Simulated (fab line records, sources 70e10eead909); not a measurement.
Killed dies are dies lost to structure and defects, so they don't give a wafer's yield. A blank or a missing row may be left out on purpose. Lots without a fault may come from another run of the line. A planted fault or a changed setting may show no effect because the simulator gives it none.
A struck lot beside a sound one | flow nand_harc | 15 steps out of a route of 1302
Sound: wafers L257.2, L257.3, L257.4. Struck: wafers L262.4, L262.5, L262.6. The cause comes at the end.
At each step with rows: each side's tool, then ch and its chambers, then its first start. Under that, the readings that differ: sound wafers | struck wafers | difference of the means | sigmas: that difference in standard deviations of wafers without a fault.
alike: readings whose means differ by less than 2 such deviations, and words and numbers that are the same on both sides. not compared: withheld readings, readings that some wafer has no value for, bounds like >300 that may hide the same value, and numbers for which the record gives no deviation and whose values overlap.
The two part at a step that has a row with sigmas, a row that says differs or no value, or rows on one side only. Numbers that don't overlap but have no deviation are shown without sigmas and don't part them. A reading that every wafer of one side lacks parts them only if that side has two wafers or more.

NHARC_A_DECK1_JOINT_CMP_02: polishes SiOx.
  sound on cmp-01 ch 0,1,2, day 13 09:18; struck on cmp-04 ch 0,1,3, day 15 20:29
  alike: motor_current_A
then, 1 step without rows for these wafers: NHARC_A_DECK1_JOINT_SRD_15.
NHARC_A_DECK1_JOINT_DEP_16: deposits SiO2, target thk 45 nm.
  sound on pecvd-03 ch 1,2, day 13 09:41; struck on pecvd-03 ch 0,1,2, day 15 20:55
  alike: heater_power_w, showerhead_vpp_V, throttle_valve_pct
NHARC_A_DECK1_JOINT_THK_MEAS_17: measures by ellipsometry.
  sound on film_metro-02, day 13 09:58; struck on film_metro-01, day 15 21:07
  alike: thk_nm
NHARC_A_DECK1_JOINT_INSPECT_05:
  sound on defect_inspect-02, day 13 10:00; struck on defect_inspect-02, day 15 21:09
  alike: raw_defect_count
then, 1 step without rows for these wafers: NHARC_A_ONON_D2_DEP_00 (target thk 1000 nm).
NHARC_A_ONON_D2_THK_MEAS_02: measures by ellipsometry.
  sound on film_metro-01, day 13 10:34; struck on film_metro-02, day 15 21:43
  alike: thk_nm
then, 1 step without rows for these wafers: NHARC_A_ONON_D2_DEP_03 (target thk 1000 nm).
NHARC_A_ONON_D2_THK_MEAS_05: measures by ellipsometry.
  sound on film_metro-02, day 13 11:08; struck on film_metro-02, day 15 22:17
  alike: thk_nm
then, 1 step without rows for these wafers: NHARC_A_ONON_D2_DEP_06 (target thk 1000 nm).
NHARC_A_ONON_D2_THK_MEAS_08: measures by ellipsometry.
  sound on film_metro-02, day 13 11:43; struck on film_metro-02, day 15 22:52
  alike: thk_nm
NHARC_A_ONON_D2_DEP_09: target thk 1000 nm.
  sound on pecvd_onon-01 ch 0, day 13 11:49; struck on pecvd_onon-04 ch 0, day 15 23:05
NHARC_A_ONON_D2_THK_MEAS_11: measures by ellipsometry.
  sound on film_metro-01, day 13 12:16; struck on film_metro-02, day 15 23:25
  reading     | sound          | struck      | difference | sigmas
  thk_nm (nm) | 1016 1020 1016 | 940 942 941 | -76        | -10
then, 1 step without rows for these wafers: NHARC_A_ONON_D2_DEP_12 (target thk 1000 nm).
-- the record jumps here: 12 days lie between the struck wafers' starts before and after (it left off in module A_ONON_D2 and takes up again in module END, whose first step shown is number 1302 of the route) --
NHARC_END_SORT_01:
  the record has rows for the struck wafers here (prober-01 ch 0, day 28 03:49) and none for the sound ones

WHERE THEY PART
First at NHARC_A_ONON_D2_THK_MEAS_11; last, within this record, at NHARC_END_SORT_01.

WHY: what the simulator had put in
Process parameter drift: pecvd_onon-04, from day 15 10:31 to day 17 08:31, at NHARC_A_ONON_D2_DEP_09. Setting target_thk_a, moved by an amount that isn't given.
